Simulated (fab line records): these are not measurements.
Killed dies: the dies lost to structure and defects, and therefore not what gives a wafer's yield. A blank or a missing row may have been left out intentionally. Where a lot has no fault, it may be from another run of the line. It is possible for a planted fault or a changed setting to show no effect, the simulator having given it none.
Split-lot study -- flow n5_finfet -- 21 wafers read from 7 lots, route of 1938 steps

THE SPLIT ITSELF
At N5_MOL_CONTACT_COAG_ALD_27 (deposits SiOC, target thk 17 nm, pulse time 1.5 s, time 2720 s), the setting ald_cycles was moved away from the recipe's 340 on 8 of the 21 wafers read, by -9.1% to +14.1%. For the rest of the wafers, this setting stayed at what the recipe calls for.

Reading taken at the split's own step.

THE READING
SiOC_of_MOL_CONTACT_COAG_ALD_27.thk_nm (the simulator's own value, which no gauge read), in nm, at N5_MOL_CONTACT_COAG_ALD_27 (deposits SiOC, target thk 17 nm, pulse time 1.5 s, time 2720 s). No usual value for it is given in the file. Here, 13 wafers ran the recipe; their average is 17.1 nm with a standard deviation of 0.1 nm.

wafer,"tool, chamber at the split",ald_cycles as run,against the recipe,"SiOC_of_MOL_CONTACT_COAG_ALD_27.thk_nm, nm",against lot-mates on the recipe
L074.3,"ald_sin-04, 2",340,recipe,17.2,-
L074.6,"ald_sin-04, 2",340,recipe,17.2,-
L074.4,"ald_sin-04, 1",340,recipe,17,-
L077.1,"ald_sin-01, 3,0",340,recipe,17.2,-
L077.5,"ald_sin-01, 3,0",340,recipe,17.2,-
L077.2,"ald_sin-01, 2",371,+9.1%,18.6,+1.4
L078.3,"ald_sin-01, 0",309,-9.1%,15.6,-1.4
L078.6,"ald_sin-01, 0",309,-9.1%,15.6,-1.4
L078.5,"ald_sin-01, 1",340,recipe,17,-
L081.1,"ald_sin-03, 1,2,0",340,recipe,17,-
L081.2,"ald_sin-03, 1,2,0",340,recipe,17,-
L081.4,"ald_sin-03, 1,2,0",340,recipe,17,-
L082.4,"ald_sin-04, 0",340,recipe,17,-
L082.5,"ald_sin-04, 3",368,+8.2%,18.4,+1.3
L082.6,"ald_sin-04, 2",340,recipe,17.2,-
L084.2,"ald_sin-01, 0",340,recipe,17.2,-
L084.5,"ald_sin-01, 1,2",388,+14.1%,19.4,+2.2
L084.6,"ald_sin-01, 1,2",388,+14.1%,19.4,+2.2
L095.1,"ald_sin-04, 1,0",370,+8.8%,18.4,+1.4
L095.2,"ald_sin-04, 1,0",370,+8.8%,18.4,+1.4
L095.3,"ald_sin-04, 2",340,recipe,17,-
Where a row lists several chambers, the file gives one row for several wafers and doesn't say which wafer went through which chamber.

THE FIT
A straight line over all 21 wafers: SiOC_of_MOL_CONTACT_COAG_ALD_27.thk_nm changes by +0.161 nm for each +1% of ald_cycles; r = +1.00; the points scatter about the line by 0.091 nm.
The same after taking each lot's own level away (the mean of its wafers on the recipe; 21 wafers): +0.156 nm for each +1%; r = +1.00; scatter 0.051 nm.
According to that fit, moving ald_cycles by its largest amount changes the reading by 2.2 nm.
Measured against the standard deviation above, the lots' own levels, which go from 17.00 to 17.20 nm, span 2.0 times it.
Hence the lot-to-lot level has little effect on the slope; both slopes agree.
Check: for one of the wafers moved furthest among these (+14.1%), held out of the fit, the line's prediction against its lot-mates is +2.2 nm. It came out at +2.2 nm against them.

OTHER SPLITS ON THESE WAFERS
These wafers also went through other splits before the reading. Each is held against what the fit with the lots' levels taken away leaves over:
other split on the same wafers,wafers away from the commonest value,r with SiOC_of_MOL_CONTACT_COAG_ALD_27.thk_nm (lot level and that fit taken away)
N5_SDB_COAT_03 spin_rpm,7,+0.02
N5_SDB_ETCH_25 time_s,11,-0.48
N5_GATE_CUT_ETCH_58 time_s,4,-0.06
N5_GATE_CUT_DESCUM_18 time_s,6,-0.15

FILE'S OWN FIT
SiOC_of_MOL_CONTACT_COAG_ALD_27.thk_nm changes by +0.156 nm for each +1% of ald_cycles, r = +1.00.
